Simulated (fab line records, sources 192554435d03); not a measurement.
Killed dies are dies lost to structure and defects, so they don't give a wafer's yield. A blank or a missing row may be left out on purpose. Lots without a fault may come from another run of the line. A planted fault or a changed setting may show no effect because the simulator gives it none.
Which tool did it? | flow n5_finfet | 10 lots, 30 wafers sampled, at 4 steps of a route of 1938

WHAT THE GAUGES READ, wafer by wafer
N5_BEOL_M7_OVL_MEAS_29. Usual: V6_OVL 0.0 nm, standard deviation 0.73.
lot  | measured     | on         | V6_OVL (nm)    | flag
L448 | day 10 04:06 | overlay-01 | -0.2 -0.4 -0.3 |
L451 | day 10 18:56 | overlay-02 | 0.5 -0.9 -0.8  |
L453 | day 10 22:22 | overlay-01 | 0.4 0.6 0.2    |
L460 | day 13 00:46 | overlay-01 | 1.1 0.7 0.4    |
L465 | day 14 03:22 | overlay-02 | 0.1 0.1 -0.4   |
L464 | day 14 03:17 | overlay-01 | 0.0 0.2 0.2    |
L467 | day 14 18:41 | overlay-02 | 0.3 0.2 0.3    |
L468 | day 15 02:28 | overlay-02 | 0.7 1.2 -0.4   |
L469 | day 15 06:32 | overlay-02 | -0.4 -0.2 -0.5 |
L470 | day 15 10:30 | overlay-01 | 0.8 1.2 1.3    |

WHICH TOOL RAN EACH LOT (tool, then ch and the chambers of the sampled wafers, then the start)
lot  | N5_BEOL_M7_HM_OPEN_17             | N5_BEOL_M7_STRIP_19                | N5_BEOL_M7_COAT_71
L448 | rie_metal-01 ch 0,1, day 10 03:35 | rie_diel-05 ch 2,3, day 10 03:42   | litho_track-02 ch 0, day 10 03:49
L451 | rie_metal-02 ch 0,1, day 10 15:58 | rie_diel-06 ch 1,2,3, day 10 16:02 | litho_track-02 ch 0, day 10 18:31
L453 | rie_metal-01 ch 0,1, day 10 20:47 | rie_diel-06 ch 0,3, day 10 20:54   | litho_track-02 ch 0, day 10 22:04
L460 | rie_metal-01 ch 0,1, day 12 23:58 | rie_diel-06 ch 2,3, day 13 00:04   | litho_track-03 ch 0, day 13 00:28
L465 | rie_metal-02 ch 0, day 14 01:20   | rie_diel-02 ch 0,2,3, day 14 01:32 | litho_track-03 ch 0, day 14 03:04
L464 | rie_metal-01 ch 0,1, day 14 01:22 | rie_diel-02 ch 1,3, day 14 01:29   | litho_track-02 ch 0, day 14 02:59
L467 | rie_metal-01 ch 0, day 14 17:57   | rie_diel-02 ch 1,3, day 14 18:09   | litho_track-03 ch 0, day 14 18:16
L468 | rie_metal-03 ch 0,1, day 14 23:33 | rie_diel-06 ch 1,3, day 14 23:48   | litho_track-02 ch 0, day 15 02:09
L469 | rie_metal-02 ch 0,1, day 15 04:33 | rie_diel-05 ch 0,1,3, day 15 04:40 | litho_track-02 ch 0, day 15 06:07
L470 | rie_metal-03 ch 0,1, day 15 08:29 | rie_diel-05 ch 0,1,3, day 15 08:51 | litho_track-04 ch 0, day 15 10:13
- N5_BEOL_M7_HM_OPEN_17: chemistry Cl2/BCl3, target TiN, target depth 20 nm, overetch 6 nm.
- N5_BEOL_M7_STRIP_19: strips in O2.
- N5_BEOL_M7_COAT_71: time 60 s, resist thk 5 nm.

WHAT THE TOOLS THEMSELVES READ (means of the sampled wafers that have a number; where no wafer has one, the mark that the record gives instead)
N5_BEOL_M7_HM_OPEN_17. Usual: bias_w 126.0 W, standard deviation 0.39; drypump_motor_current_A 5.8 A, standard deviation 0.35; oes_product_au 0.67 a.u., standard deviation 0.087; throttle_valve_pct 22.17 %, standard deviation 0.16.
lot  | tool         | bias_w (W) | drypump_motor_current_A (A) | oes_product_au (a.u.) | throttle_valve_pct (%) | flag
L448 | rie_metal-01 | 126.0      | 6.1                         | 0.69                  | 22.01                  |
L451 | rie_metal-02 | 125.1      | 5.4                         | 0.68                  | 22.33                  |
L453 | rie_metal-01 | 125.7      | 6.1                         | 0.69                  | 22.01                  |
L460 | rie_metal-01 | 126.5      | 6.2                         | 0.60                  | 22.06                  |
L465 | rie_metal-02 | 126.3      | 5.3                         | 0.61                  | 22.44                  |
L464 | rie_metal-01 | 126.0      | 6.1                         | 0.66                  | 22.04                  |
L467 | rie_metal-01 | 125.9      | 6.1                         | 0.72                  | 22.02                  |
L468 | rie_metal-03 | 125.6      | 5.5                         | 0.66                  | 22.23                  |
L469 | rie_metal-02 | 125.8      | 5.6                         | 0.71                  | 22.27                  |
L470 | rie_metal-03 | 125.7      | 5.6                         | 0.69                  | 22.15                  |

N5_BEOL_M7_STRIP_19. Usual: drypump_motor_current_A 5.7 A, standard deviation 0.33; oes_product_au 0.78 a.u., standard deviation 0.079; rf_vpp_V 3.7 V, standard deviation 0.64; showerhead_plenum_p_Torr 2.09 Torr, standard deviation 0.089; throttle_valve_pct 16.72 %, standard deviation 0.29.
lot  | tool        | drypump_motor_current_A (A) | oes_product_au (a.u.) | rf_vpp_V (V) | showerhead_plenum_p_Torr (Torr) | throttle_valve_pct (%) | flag
L448 | rie_diel-05 | 5.9                         | 0.77                  | 3.5          | 2.12                            | 16.51                  |
L451 | rie_diel-06 | 5.7                         | 0.80                  | 4.2          | 2.06                            | 16.82                  |
L453 | rie_diel-06 | 5.4                         | 0.89                  | 3.5          | 2.22                            | 16.39                  |
L460 | rie_diel-06 | 5.7                         | 0.78                  | 3.2          | 2.07                            | 16.81                  |
L465 | rie_diel-02 | 5.5                         | 0.79                  | 4.1          | 2.08                            | 16.62                  |
L464 | rie_diel-02 | 5.8                         | 0.73                  | 3.6          | 2.12                            | 16.95                  |
L467 | rie_diel-02 | 5.8                         | 0.72                  | 4.0          | 2.11                            | 16.96                  |
L468 | rie_diel-06 | 5.7                         | 0.77                  | 4.0          | 2.03                            | 16.91                  |
L469 | rie_diel-05 | 5.6                         | 0.79                  | 3.6          | 2.04                            | 16.62                  |
L470 | rie_diel-05 | 5.6                         | 0.78                  | 3.4          | 2.04                            | 16.61                  |

N5_BEOL_M7_COAT_71. Usual: spin_speed_rpm 1500.0 rpm, standard deviation 1.
lot  | tool           | spin_speed_rpm (rpm) | flag
L448 | litho_track-02 | 1499.3               |
L451 | litho_track-02 | 1332.1               | OFF
L453 | litho_track-02 | 1329.8               | OFF
L460 | litho_track-03 | 1500.7               |
L465 | litho_track-03 | 1500.8               |
L464 | litho_track-02 | 1498.6               |
L467 | litho_track-03 | 1499.7               |
L468 | litho_track-02 | 1499.8               |
L469 | litho_track-02 | 1500.2               |
L470 | litho_track-04 | 1500.3               |

THE ANSWER, worked out from the rows above alone
Rule: a lot is off if the mean of its wafers that have a number lies more than 3 standard deviations from the usual mean. A lot without any number at a reading at which 4 lots or more have one is off too. The other lots that the step has rows for count as sound. The gauges are gone through in route order, then the tools' own readings, and for those a lot's mean is taken as printed above. The first step at which some lot is off is used, and at that step the reading that is off furthest; a lot without a number counts as furthest.
Off: L451, L453, at N5_BEOL_M7_COAT_71 (spin_speed_rpm).
A tool fits if, at that step or a process step before it, it ran every lot that is off, and no sound lot after the first of them. None of those tried fits.

WHAT THE SIMULATOR HAD PUT IN
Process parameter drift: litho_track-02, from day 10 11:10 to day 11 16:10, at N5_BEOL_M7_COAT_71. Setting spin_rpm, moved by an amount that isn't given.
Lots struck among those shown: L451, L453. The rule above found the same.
